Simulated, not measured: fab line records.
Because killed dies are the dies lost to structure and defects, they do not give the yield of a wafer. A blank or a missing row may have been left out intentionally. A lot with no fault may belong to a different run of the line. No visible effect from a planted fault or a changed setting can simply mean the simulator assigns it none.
Which tool did it? :: flow n5_finfet :: 24 lots, 72 wafers sampled, at 4 steps of a route of 1938

== WHAT THE GAUGES READ, wafer by wafer ==
N5_BEOL_M3_CD_MEAS_18: pitch 36 nm, target cd 18 nm.
lot: L074
measured: day 6 17:08
on: cd_sem-01
cd_nm (nm): 17.9 18.1 17.9

lot: L075
measured: day 7 08:35
on: cd_sem-02
cd_nm (nm): 17.9 18.2 18.6

lot: L076
measured: day 7 11:58
on: cd_sem-02
cd_nm (nm): 18.6 18.3 18.1

lot: L077
measured: day 7 14:34
on: cd_sem-03
cd_nm (nm): 18.0 18.6 17.8

lot: L078
measured: day 7 19:14
on: cd_sem-03
cd_nm (nm): 17.7 17.8 17.8

lot: L079
measured: day 7 21:02
on: cd_sem-02
cd_nm (nm): 18.3 18.4 18.2

lot: L080
measured: day 8 14:05
on: cd_sem-01
cd_nm (nm): 17.9 18.0 17.3

lot: L081
measured: day 8 22:32
on: cd_sem-02
cd_nm (nm): 18.3 18.0 18.2

lot: L082
measured: day 9 18:06
on: cd_sem-03
cd_nm (nm): 18.0 18.0 18.0

lot: L083
measured: day 9 18:19
on: cd_sem-01
cd_nm (nm): 18.7 18.1 18.4

lot: L084
measured: day 10 09:24
on: cd_sem-03
cd_nm (nm): 18.0 18.2 17.9

lot: L085
measured: day 10 10:31
on: cd_sem-02
cd_nm (nm): 17.7 18.9 18.1

lot: L086
measured: day 10 10:43
on: cd_sem-03
cd_nm (nm): 17.7 18.2 18.3

lot: L087
measured: day 10 13:08
on: cd_sem-03
cd_nm (nm): 18.4 18.5 17.9

lot: L088
measured: day 10 16:42
on: cd_sem-01
cd_nm (nm): 17.9 17.7 18.0

lot: L089
measured: day 11 00:49
on: cd_sem-01
cd_nm (nm): 18.0 17.7 17.6

lot: L091
measured: day 11 09:32
on: cd_sem-01
cd_nm (nm): 18.5 18.3 18.0

lot: L090
measured: day 11 11:21
on: cd_sem-03
cd_nm (nm): 18.4 18.1 18.3

lot: L092
measured: day 11 23:17
on: cd_sem-03
cd_nm (nm): 18.5 17.6 18.1

lot: L093
measured: day 12 04:45
on: cd_sem-03
cd_nm (nm): 18.4 18.5 18.8

lot: L094
measured: day 12 09:32
on: cd_sem-02
cd_nm (nm): 17.9 17.5 17.6

lot: L095
measured: day 12 11:50
on: cd_sem-03
cd_nm (nm): 18.0 17.5 18.3

lot: L096
measured: day 12 12:19
on: cd_sem-01
cd_nm (nm): 17.8 17.9 18.8

lot: L097
measured: day 13 05:19
on: cd_sem-02
cd_nm (nm): 17.6 18.1 18.2

N5_BEOL_M3_OCD_MEAS_38.
lot: L074
measured: day 7 00:58
on: ocd-01
trench_depth_nm (nm): 54.7 56.3 57.2

lot: L075
measured: day 7 10:22
on: ocd-01
trench_depth_nm (nm): 55.3 53.7 54.2

lot: L076
measured: day 7 15:19
on: ocd-01
trench_depth_nm (nm): 55.6 56.3 56.7

lot: L077
measured: day 7 16:03
on: ocd-02
trench_depth_nm (nm): 56.3 54.5 54.0

lot: L078
measured: day 8 02:36
on: ocd-01
trench_depth_nm (nm): 55.4 55.6 56.6

lot: L079
measured: day 8 01:07
on: ocd-02
trench_depth_nm (nm): 55.5 55.9 56.5

lot: L080
measured: day 8 17:11
on: ocd-01
trench_depth_nm (nm): 55.6 56.9 58.0

lot: L081
measured: day 9 11:51
on: ocd-01
trench_depth_nm (nm): 54.5 56.3 54.9

lot: L082
measured: day 9 19:46
on: ocd-01
trench_depth_nm (nm): 55.4 54.0 54.2

lot: L083
measured: day 9 21:29
on: ocd-01
trench_depth_nm (nm): 56.7 55.9 56.8

lot: L084
measured: day 10 12:29
on: ocd-01
trench_depth_nm (nm): 55.5 56.1 55.1

lot: L085
measured: day 10 12:38
on: ocd-01
trench_depth_nm (nm): 54.6 56.3 55.8

lot: L086
measured: day 10 13:07
on: ocd-02
trench_depth_nm (nm): 56.0 54.6 55.9

lot: L087
measured: day 10 16:05
on: ocd-01
trench_depth_nm (nm): 55.0 55.4 54.9

lot: L088
measured: day 10 20:16
on: ocd-02
trench_depth_nm (nm): 55.1 56.5 54.6

lot: L089
measured: day 11 05:11
on: ocd-02
trench_depth_nm (nm): 54.0 54.9 56.3

lot: L091
measured: day 11 15:28
on: ocd-02
trench_depth_nm (nm): 54.3 54.5 55.9

lot: L090
measured: day 11 19:23
on: ocd-01
trench_depth_nm (nm): 53.7 55.2 53.4

lot: L092
measured: day 12 03:29
on: ocd-01
trench_depth_nm (nm): 54.8 55.5 55.2

lot: L093
measured: day 12 10:29
on: ocd-01
trench_depth_nm (nm): 54.1 55.3 54.2

lot: L094
measured: day 12 13:05
on: ocd-02
trench_depth_nm (nm): 53.9 54.2 53.4

lot: L095
measured: day 13 04:28
on: ocd-02
trench_depth_nm (nm): 55.2 54.5 54.6

lot: L096
measured: day 13 06:34
on: ocd-02
trench_depth_nm (nm): 54.8 56.4 54.9

lot: L097
measured: day 13 09:58
on: ocd-01
trench_depth_nm (nm): 55.0 54.5 54.4

== WHICH TOOL RAN EACH LOT (tool, then ch and the chambers of the sampled wafers, then the start) ==
lot: L074
N5_BEOL_M3_ETCH_63: rie_diel-03 ch 0,2,3, day 6 16:46
N5_BEOL_M3_ETCH_64: rie_diel-03 ch 0,2,3, day 6 16:47

lot: L075
N5_BEOL_M3_ETCH_63: rie_diel-06 ch 0,1, day 7 08:13
N5_BEOL_M3_ETCH_64: rie_diel-06 ch 0,1, day 7 08:14

lot: L076
N5_BEOL_M3_ETCH_63: rie_diel-06 ch 0,3, day 7 11:35
N5_BEOL_M3_ETCH_64: rie_diel-06 ch 0,3, day 7 11:37

lot: L077
N5_BEOL_M3_ETCH_63: rie_diel-03 ch 1,2,3, day 7 14:08
N5_BEOL_M3_ETCH_64: rie_diel-03 ch 1,2,3, day 7 14:10

lot: L078
N5_BEOL_M3_ETCH_63: rie_diel-03 ch 1,3, day 7 18:52
N5_BEOL_M3_ETCH_64: rie_diel-03 ch 1,3, day 7 18:53

lot: L079
N5_BEOL_M3_ETCH_63: rie_diel-04 ch 0,2,3, day 7 20:40
N5_BEOL_M3_ETCH_64: rie_diel-04 ch 0,2,3, day 7 20:44

lot: L080
N5_BEOL_M3_ETCH_63: rie_diel-03 ch 1,2,3, day 8 13:43
N5_BEOL_M3_ETCH_64: rie_diel-03 ch 1,2,3, day 8 13:44

lot: L081
N5_BEOL_M3_ETCH_63: rie_diel-04 ch 0,1,2, day 8 22:10
N5_BEOL_M3_ETCH_64: rie_diel-04 ch 0,1,2, day 8 22:11

lot: L082
N5_BEOL_M3_ETCH_63: rie_diel-03 ch 0,3, day 9 17:43
N5_BEOL_M3_ETCH_64: rie_diel-03 ch 0,3, day 9 17:44

lot: L083
N5_BEOL_M3_ETCH_63: rie_diel-03 ch 0,2, day 9 17:56
N5_BEOL_M3_ETCH_64: rie_diel-03 ch 0,2, day 9 17:58

lot: L084
N5_BEOL_M3_ETCH_63: rie_diel-03 ch 0,3, day 10 08:42
N5_BEOL_M3_ETCH_64: rie_diel-03 ch 0,3, day 10 08:44

lot: L085
N5_BEOL_M3_ETCH_63: rie_diel-06 ch 0,2,3, day 10 10:08
N5_BEOL_M3_ETCH_64: rie_diel-06 ch 0,2,3, day 10 10:10

lot: L086
N5_BEOL_M3_ETCH_63: rie_diel-04 ch 0,2,3, day 10 10:20
N5_BEOL_M3_ETCH_64: rie_diel-04 ch 0,2,3, day 10 10:22

lot: L087
N5_BEOL_M3_ETCH_63: rie_diel-04 ch 2,3, day 10 12:41
N5_BEOL_M3_ETCH_64: rie_diel-04 ch 2,3, day 10 12:43

lot: L088
N5_BEOL_M3_ETCH_63: rie_diel-03 ch 0,1,2, day 10 16:19
N5_BEOL_M3_ETCH_64: rie_diel-03 ch 0,1,2, day 10 16:21

lot: L089
N5_BEOL_M3_ETCH_63: rie_diel-06 ch 1,2,3, day 11 00:19
N5_BEOL_M3_ETCH_64: rie_diel-06 ch 1,2,3, day 11 00:20

lot: L091
N5_BEOL_M3_ETCH_63: rie_diel-03 ch 0,2,3, day 11 09:10
N5_BEOL_M3_ETCH_64: rie_diel-03 ch 0,2,3, day 11 09:11

lot: L090
N5_BEOL_M3_ETCH_63: rie_diel-06 ch 0,2,3, day 11 10:58
N5_BEOL_M3_ETCH_64: rie_diel-06 ch 0,2,3, day 11 11:00

lot: L092
N5_BEOL_M3_ETCH_63: rie_diel-06 ch 1,2,3, day 11 22:53
N5_BEOL_M3_ETCH_64: rie_diel-06 ch 1,2,3, day 11 22:55

lot: L093
N5_BEOL_M3_ETCH_63: rie_diel-04 ch 0,1,2, day 12 04:13
N5_BEOL_M3_ETCH_64: rie_diel-04 ch 0,1,2, day 12 04:15

lot: L094
N5_BEOL_M3_ETCH_63: rie_diel-03 ch 0,1, day 12 09:01
N5_BEOL_M3_ETCH_64: rie_diel-03 ch 0,1, day 12 09:03

lot: L095
N5_BEOL_M3_ETCH_63: rie_diel-04 ch 0,1,2, day 12 11:25
N5_BEOL_M3_ETCH_64: rie_diel-04 ch 0,1,2, day 12 11:26

lot: L096
N5_BEOL_M3_ETCH_63: rie_diel-03 ch 1,2,3, day 12 11:54
N5_BEOL_M3_ETCH_64: rie_diel-03 ch 1,2,3, day 12 11:56

lot: L097
N5_BEOL_M3_ETCH_63: rie_diel-03 ch 1,3, day 13 04:47
N5_BEOL_M3_ETCH_64: rie_diel-03 ch 1,3, day 13 04:49
- N5_BEOL_M3_ETCH_63: etches SiARC in CF4, target depth 15.6 nm, time 26 s.
- N5_BEOL_M3_ETCH_64: etches SOC in N2/H2, target depth 75 nm, overetch 15 nm, time 112.5 s.

== AS READ BY THE TOOLS THEMSELVES (means over the sampled wafers that have a number; for cases with no such wafer, the mark the record gives instead) ==
N5_BEOL_M3_ETCH_63.
lot: L074
tool: rie_diel-03
drypump_motor_current_A (A): 5.5
etch_rf_on_time_s (s): 26.5
oes_product_au (a.u.): 0.64
rf_vpp_V (V): 184.6
showerhead_plenum_p_Torr (Torr): 2.09
throttle_valve_pct (%): 15.82

lot: L075
tool: rie_diel-06
drypump_motor_current_A (A): 6.0
etch_rf_on_time_s (s): 25.5
oes_product_au (a.u.): 0.68
rf_vpp_V (V): 183.3
showerhead_plenum_p_Torr (Torr): 2.10
throttle_valve_pct (%): 15.70

lot: L076
tool: rie_diel-06
drypump_motor_current_A (A): 5.9
etch_rf_on_time_s (s): 26.6
oes_product_au (a.u.): 0.72
rf_vpp_V (V): 184.8
showerhead_plenum_p_Torr (Torr): 2.16
throttle_valve_pct (%): 15.26

lot: L077
tool: rie_diel-03
drypump_motor_current_A (A): 5.5
etch_rf_on_time_s (s): 26.5
oes_product_au (a.u.): 0.63
rf_vpp_V (V): 184.6
showerhead_plenum_p_Torr (Torr): 2.14
throttle_valve_pct (%): 15.78

lot: L078
tool: rie_diel-03
drypump_motor_current_A (A): 5.6
etch_rf_on_time_s (s): 26.3
oes_product_au (a.u.): 0.63
rf_vpp_V (V): 182.8
showerhead_plenum_p_Torr (Torr): 2.10
throttle_valve_pct (%): 15.67

lot: L079
tool: rie_diel-04
drypump_motor_current_A (A): 5.2
etch_rf_on_time_s (s): 25.7
oes_product_au (a.u.): 0.69
rf_vpp_V (V): 183.8
showerhead_plenum_p_Torr (Torr): 2.10
throttle_valve_pct (%): 15.60

lot: L080
tool: rie_diel-03
drypump_motor_current_A (A): 5.5
etch_rf_on_time_s (s): 26.3
oes_product_au (a.u.): 0.62
rf_vpp_V (V): 184.0
showerhead_plenum_p_Torr (Torr): 2.13
throttle_valve_pct (%): 15.80

lot: L081
tool: rie_diel-04
drypump_motor_current_A (A): 5.4
etch_rf_on_time_s (s): 25.8
oes_product_au (a.u.): 0.76
rf_vpp_V (V): 184.0
showerhead_plenum_p_Torr (Torr): 2.11
throttle_valve_pct (%): 15.60

lot: L082
tool: rie_diel-03
drypump_motor_current_A (A): 5.7
etch_rf_on_time_s (s): 26.9
oes_product_au (a.u.): 0.63
rf_vpp_V (V): 182.6
showerhead_plenum_p_Torr (Torr): 2.00
throttle_valve_pct (%): 15.79

lot: L083
tool: rie_diel-03
drypump_motor_current_A (A): 5.5
etch_rf_on_time_s (s): 26.4
oes_product_au (a.u.): 0.63
rf_vpp_V (V): 182.3
showerhead_plenum_p_Torr (Torr): 2.06
throttle_valve_pct (%): 15.73

lot: L084
tool: rie_diel-03
drypump_motor_current_A (A): 5.7
etch_rf_on_time_s (s): 26.5
oes_product_au (a.u.): 0.64
rf_vpp_V (V): 182.9
showerhead_plenum_p_Torr (Torr): 2.03
throttle_valve_pct (%): 15.93

lot: L085
tool: rie_diel-06
drypump_motor_current_A (A): 5.7
etch_rf_on_time_s (s): 26.2
oes_product_au (a.u.): 0.68
rf_vpp_V (V): 184.8
showerhead_plenum_p_Torr (Torr): 2.15
throttle_valve_pct (%): 15.44

lot: L086
tool: rie_diel-04
drypump_motor_current_A (A): 5.2
etch_rf_on_time_s (s): 25.9
oes_product_au (a.u.): 0.67
rf_vpp_V (V): 183.2
showerhead_plenum_p_Torr (Torr): 2.09
throttle_valve_pct (%): 15.64

lot: L087
tool: rie_diel-04
drypump_motor_current_A (A): 4.9
etch_rf_on_time_s (s): 25.2
oes_product_au (a.u.): 0.66
rf_vpp_V (V): 183.7
showerhead_plenum_p_Torr (Torr): 2.12
throttle_valve_pct (%): 15.69

lot: L088
tool: rie_diel-03
drypump_motor_current_A (A): 5.5
etch_rf_on_time_s (s): 26.3
oes_product_au (a.u.): 0.61
rf_vpp_V (V): 183.2
showerhead_plenum_p_Torr (Torr): 2.10
throttle_valve_pct (%): 15.70

lot: L089
tool: rie_diel-06
drypump_motor_current_A (A): 5.5
etch_rf_on_time_s (s): 26.1
oes_product_au (a.u.): 0.67
rf_vpp_V (V): 184.6
showerhead_plenum_p_Torr (Torr): 2.12
throttle_valve_pct (%): 15.65

lot: L091
tool: rie_diel-03
drypump_motor_current_A (A): 5.5
etch_rf_on_time_s (s): 26.6
oes_product_au (a.u.): 0.62
rf_vpp_V (V): 183.3
showerhead_plenum_p_Torr (Torr): 2.08
throttle_valve_pct (%): 15.89

lot: L090
tool: rie_diel-06
drypump_motor_current_A (A): 5.7
etch_rf_on_time_s (s): 26.8
oes_product_au (a.u.): 0.67
rf_vpp_V (V): 183.7
showerhead_plenum_p_Torr (Torr): 2.15
throttle_valve_pct (%): 15.45

lot: L092
tool: rie_diel-06
drypump_motor_current_A (A): 5.5
etch_rf_on_time_s (s): 26.1
oes_product_au (a.u.): 0.66
rf_vpp_V (V): 183.3
showerhead_plenum_p_Torr (Torr): 2.12
throttle_valve_pct (%): 15.65

lot: L093
tool: rie_diel-04
drypump_motor_current_A (A): 5.5
etch_rf_on_time_s (s): 26.1
oes_product_au (a.u.): 0.72
rf_vpp_V (V): 183.6
showerhead_plenum_p_Torr (Torr): 2.11
throttle_valve_pct (%): 15.64

lot: L094
tool: rie_diel-03
drypump_motor_current_A (A): 5.6
etch_rf_on_time_s (s): 26.4
oes_product_au (a.u.): 0.61
rf_vpp_V (V): 183.5
showerhead_plenum_p_Torr (Torr): 2.06
throttle_valve_pct (%): 15.63

lot: L095
tool: rie_diel-04
drypump_motor_current_A (A): 5.4
etch_rf_on_time_s (s): 25.7
oes_product_au (a.u.): 0.72
rf_vpp_V (V): 183.7
showerhead_plenum_p_Torr (Torr): 2.11
throttle_valve_pct (%): 15.65

lot: L096
tool: rie_diel-03
drypump_motor_current_A (A): 5.5
etch_rf_on_time_s (s): 26.3
oes_product_au (a.u.): 0.61
rf_vpp_V (V): 184.1
showerhead_plenum_p_Torr (Torr): 2.12
throttle_valve_pct (%): 15.86

lot: L097
tool: rie_diel-03
drypump_motor_current_A (A): 5.7
etch_rf_on_time_s (s): 26.3
oes_product_au (a.u.): 0.61
rf_vpp_V (V): 182.8
showerhead_plenum_p_Torr (Torr): 2.07
throttle_valve_pct (%): 15.92

N5_BEOL_M3_ETCH_64.
lot: L074
tool: rie_diel-03
drypump_motor_current_A (A): 5.5
h2_flow_sccm (sccm): 200.2
oes_product_au (a.u.): 0.60
rf_vpp_V (V): 522.0
showerhead_plenum_p_Torr (Torr): 2.49
throttle_valve_pct (%): 18.04

lot: L075
tool: rie_diel-06
drypump_motor_current_A (A): 6.0
h2_flow_sccm (sccm): 199.3
oes_product_au (a.u.): 0.62
rf_vpp_V (V): 522.7
showerhead_plenum_p_Torr (Torr): 2.49
throttle_valve_pct (%): 17.98

lot: L076
tool: rie_diel-06
drypump_motor_current_A (A): 5.9
h2_flow_sccm (sccm): 200.5
oes_product_au (a.u.): 0.69
rf_vpp_V (V): 525.0
showerhead_plenum_p_Torr (Torr): 2.58
throttle_valve_pct (%): 17.56

lot: L077
tool: rie_diel-03
drypump_motor_current_A (A): 5.5
h2_flow_sccm (sccm): 199.6
oes_product_au (a.u.): 0.59
rf_vpp_V (V): 524.0
showerhead_plenum_p_Torr (Torr): 2.54
throttle_valve_pct (%): 18.00

lot: L078
tool: rie_diel-03
drypump_motor_current_A (A): 5.6
h2_flow_sccm (sccm): 199.6
oes_product_au (a.u.): 0.59
rf_vpp_V (V): 522.4
showerhead_plenum_p_Torr (Torr): 2.51
throttle_valve_pct (%): 17.95

lot: L079
tool: rie_diel-04
drypump_motor_current_A (A): 5.2
h2_flow_sccm (sccm): 200.1
oes_product_au (a.u.): 0.64
rf_vpp_V (V): 522.3
showerhead_plenum_p_Torr (Torr): 2.49
throttle_valve_pct (%): 17.81

lot: L080
tool: rie_diel-03
drypump_motor_current_A (A): 5.5
h2_flow_sccm (sccm): 199.8
oes_product_au (a.u.): 0.58
rf_vpp_V (V): 524.4
showerhead_plenum_p_Torr (Torr): 2.54
throttle_valve_pct (%): 18.01

lot: L081
tool: rie_diel-04
drypump_motor_current_A (A): 5.4
h2_flow_sccm (sccm): 200.8
oes_product_au (a.u.): 0.70
rf_vpp_V (V): 523.3
showerhead_plenum_p_Torr (Torr): 2.51
throttle_valve_pct (%): 17.86

lot: L082
tool: rie_diel-03
drypump_motor_current_A (A): 5.7
h2_flow_sccm (sccm): 200.1
oes_product_au (a.u.): 0.60
rf_vpp_V (V): 519.0
showerhead_plenum_p_Torr (Torr): 2.38
throttle_valve_pct (%): 18.07

lot: L083
tool: rie_diel-03
drypump_motor_current_A (A): 5.5
h2_flow_sccm (sccm): 199.4
oes_product_au (a.u.): 0.59
rf_vpp_V (V): 520.8
showerhead_plenum_p_Torr (Torr): 2.45
throttle_valve_pct (%): 18.04

lot: L084
tool: rie_diel-03
drypump_motor_current_A (A): 5.7
h2_flow_sccm (sccm): 200.4
oes_product_au (a.u.): 0.59
rf_vpp_V (V): 519.2
showerhead_plenum_p_Torr (Torr): 2.40
throttle_valve_pct (%): 18.12

lot: L085
tool: rie_diel-06
drypump_motor_current_A (A): 5.7
h2_flow_sccm (sccm): 200.2
oes_product_au (a.u.): 0.63
rf_vpp_V (V): 523.7
showerhead_plenum_p_Torr (Torr): 2.56
throttle_valve_pct (%): 17.63

lot: L086
tool: rie_diel-04
drypump_motor_current_A (A): 5.2
h2_flow_sccm (sccm): 200.1
oes_product_au (a.u.): 0.62
rf_vpp_V (V): 521.7
showerhead_plenum_p_Torr (Torr): 2.49
throttle_valve_pct (%): 17.84

lot: L087
tool: rie_diel-04
drypump_motor_current_A (A): 4.9
h2_flow_sccm (sccm): 200.3
oes_product_au (a.u.): 0.60
rf_vpp_V (V): 523.7
showerhead_plenum_p_Torr (Torr): 2.51
throttle_valve_pct (%): 17.85

lot: L088
tool: rie_diel-03
drypump_motor_current_A (A): 5.5
h2_flow_sccm (sccm): 199.8
oes_product_au (a.u.): 0.57
rf_vpp_V (V): 522.9
showerhead_plenum_p_Torr (Torr): 2.51
throttle_valve_pct (%): 18.01

lot: L089
tool: rie_diel-06
drypump_motor_current_A (A): 5.5
h2_flow_sccm (sccm): 200.2
oes_product_au (a.u.): 0.62
rf_vpp_V (V): 523.4
showerhead_plenum_p_Torr (Torr): 2.51
throttle_valve_pct (%): 17.81

lot: L091
tool: rie_diel-03
drypump_motor_current_A (A): 5.5
h2_flow_sccm (sccm): 199.8
oes_product_au (a.u.): 0.58
rf_vpp_V (V): 521.7
showerhead_plenum_p_Torr (Torr): 2.47
throttle_valve_pct (%): 18.11

lot: L090
tool: rie_diel-06
drypump_motor_current_A (A): 5.7
h2_flow_sccm (sccm): 199.9
oes_product_au (a.u.): 0.63
rf_vpp_V (V): 523.9
showerhead_plenum_p_Torr (Torr): 2.55
throttle_valve_pct (%): 17.64

lot: L092
tool: rie_diel-06
drypump_motor_current_A (A): 5.5
h2_flow_sccm (sccm): 200.2
oes_product_au (a.u.): 0.61
rf_vpp_V (V): 523.5
showerhead_plenum_p_Torr (Torr): 2.51
throttle_valve_pct (%): 17.82

lot: L093
tool: rie_diel-04
drypump_motor_current_A (A): 5.5
h2_flow_sccm (sccm): 200.2
oes_product_au (a.u.): 0.67
rf_vpp_V (V): 523.9
showerhead_plenum_p_Torr (Torr): 2.50
throttle_valve_pct (%): 17.90

lot: L094
tool: rie_diel-03
drypump_motor_current_A (A): 5.6
h2_flow_sccm (sccm): 200.2
oes_product_au (a.u.): 0.57
rf_vpp_V (V): 521.6
showerhead_plenum_p_Torr (Torr): 2.46
throttle_valve_pct (%): 17.96

lot: L095
tool: rie_diel-04
drypump_motor_current_A (A): 5.4
h2_flow_sccm (sccm): 200.0
oes_product_au (a.u.): 0.67
rf_vpp_V (V): 522.6
showerhead_plenum_p_Torr (Torr): 2.50
throttle_valve_pct (%): 17.89

lot: L096
tool: rie_diel-03
drypump_motor_current_A (A): 5.4
h2_flow_sccm (sccm): 200.1
oes_product_au (a.u.): 0.57
rf_vpp_V (V): 523.0
showerhead_plenum_p_Torr (Torr): 2.53
throttle_valve_pct (%): 18.07

lot: L097
tool: rie_diel-03
drypump_motor_current_A (A): 5.7
h2_flow_sccm (sccm): 199.1
oes_product_au (a.u.): 0.57
rf_vpp_V (V): 521.5
showerhead_plenum_p_Torr (Torr): 2.45
throttle_valve_pct (%): 18.11

== THE ANSWER, worked out from the rows above alone ==
Rule: the lots themselves supply what counts as usual. Put in order of their means at a reading, lots are off if they are a third of the lots or fewer, leave a main group of 4 or more, and stand apart from it by a gap of 3 or more times the standard deviation of the main group's means; of several such gaps the widest counts. The tables above print the reading to a certain number of digits; a main group whose means all agree to those digits is not used. Also off: a lot with no number at a reading for which 4 or more lots have one. All remaining lots with rows at the step are treated as sound. The gauges are gone through in route order, then the tools' own readings, and for those a lot's mean is taken as printed above. At the first step where some lot is off, the reading lying furthest off is the one used; lots without a number count as furthest.
Across all readings shown, no lot is off: no conclusion can be drawn from this.

== WHAT WAS PUT IN BY THE SIMULATOR ==
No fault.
